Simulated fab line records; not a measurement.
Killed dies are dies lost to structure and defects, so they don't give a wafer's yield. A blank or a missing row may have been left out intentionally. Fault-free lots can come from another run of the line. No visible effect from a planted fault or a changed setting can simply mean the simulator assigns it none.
A single fault, viewed from 2 desks -- flow n5-finfet -- each desk has only its own numbers; what lay behind them comes last

== DESK OF THE TOOL OWNER: ald-metal-03 ==
The tool's own readings at N5_HKMG_FIN_ALD_71 (deposits TiN, target thk 1 nm, pulse time 1 s, purge time 3 s): means of the sampled wafers that have a number, for each lot that ran on this tool. The brackets show how far a lot's mean lies from the usual mean; more than 4 standard deviations puts the lot out of limits, marked OUT.
Columns: A = heater-power-w at N5_HKMG_FIN_ALD_71, usual 860 W; B = precursor-pulse-height-rel at N5_HKMG_FIN_ALD_71, usual 1.000; C = susceptor-temp-C at N5_HKMG_FIN_ALD_71, usual 400.05 C
lot,first seen here,A,B,C
L536,day 5 07:53,854,0.996,399.83
L541,day 6 11:07,858,0.990,400.22
L545,day 7 13:58,878,1.028,403.96 (+17) OUT
L547,day 7 23:14,894,0.974,403.92 (+17) OUT
L548,day 8 04:10,880,0.993,403.78 (+16) OUT
Finding of this desk: L545, L547, L548 out of limits; the first was L545 at day 7 13:58, on susceptor-temp-C at N5_HKMG_FIN_ALD_71. In limits: L536, L541.

== AT THE METROLOGY DESK ==
What the gauges read for every lot (on any tool): the sampled wafers with a number, averaged. The brackets show how far a lot's mean lies from the usual mean; more than 4 standard deviations puts the lot out of limits, marked OUT. 7 of its 10 readings are shown, namely those furthest out on some lot.
Columns: A = DIBL_P at N5_BEOL_M4_RC_MEAS_101, usual 36.7 mV/V; B = IOFF_N at N5_BEOL_M4_RC_MEAS_101, usual 0.16 nA/um; C = IOFF_P at N5_BEOL_M4_RC_MEAS_101, usual 0.22 nA/um; D = ION_P at N5_BEOL_M4_RC_MEAS_101, usual 462 uA/um; E = SS_P at N5_BEOL_M4_RC_MEAS_101, usual 73.5 mV/dec; F = VT_N at N5_BEOL_M4_RC_MEAS_101, usual 250 mV; G = VT_P at N5_BEOL_M4_RC_MEAS_101, usual -250 mV
lot,first seen here,A,B,C,D,E,F,G
L533,day 9 10:38,36.7,0.18,0.22,462,73.3,249,-250
L536,day 9 15:41,34.7,0.13,0.16,448,72.5,255,-257
L540,day 10 22:46,36.4,0.14,0.21,464,73.7,253,-249
L541,day 11 09:17,37.4,0.16,0.22,463,73.7,250,-250
L544,day 11 17:41,36.4,0.17,0.26,463,73.6,251,-247
L545,day 12 08:23,34.2,0.13,0.17,454,73.0,253,-252
L547,day 12 19:28,34.9,0.17,0.22,458,73.8,248,-251
L548,day 13 03:19,39.1,0.19,0.27,462,74.2,248,-247
L554,day 14 07:49,37.6,0.20,0.27,467,73.7,247,-244
L555,day 14 16:10,38.7,0.18,0.24,465,73.7,249,-249
Finding of this desk: none of the 10 lots has anything out of limits.

== ALL TOGETHER ==
At day 7 13:58, on L545, L547, L548, the tool owner's desk was in a position to raise an alarm.
The metrology desk saw nothing out of limits.
The metrology desk has L545, L547, L548 on record, within its limits.
Of the lots named, all ran N5_HKMG_FIN_ALD_71 on ald-metal-03.

== WHAT THE SIMULATOR HAD PUT IN ==
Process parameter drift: ald-metal-03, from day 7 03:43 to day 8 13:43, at N5_HKMG_FIN_ALD_71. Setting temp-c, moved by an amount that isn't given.
Shown lots that were struck: L545, L547, L548.
Hours from the fault's start to each desk's first reading out of limits: the tool owner's desk, 10.
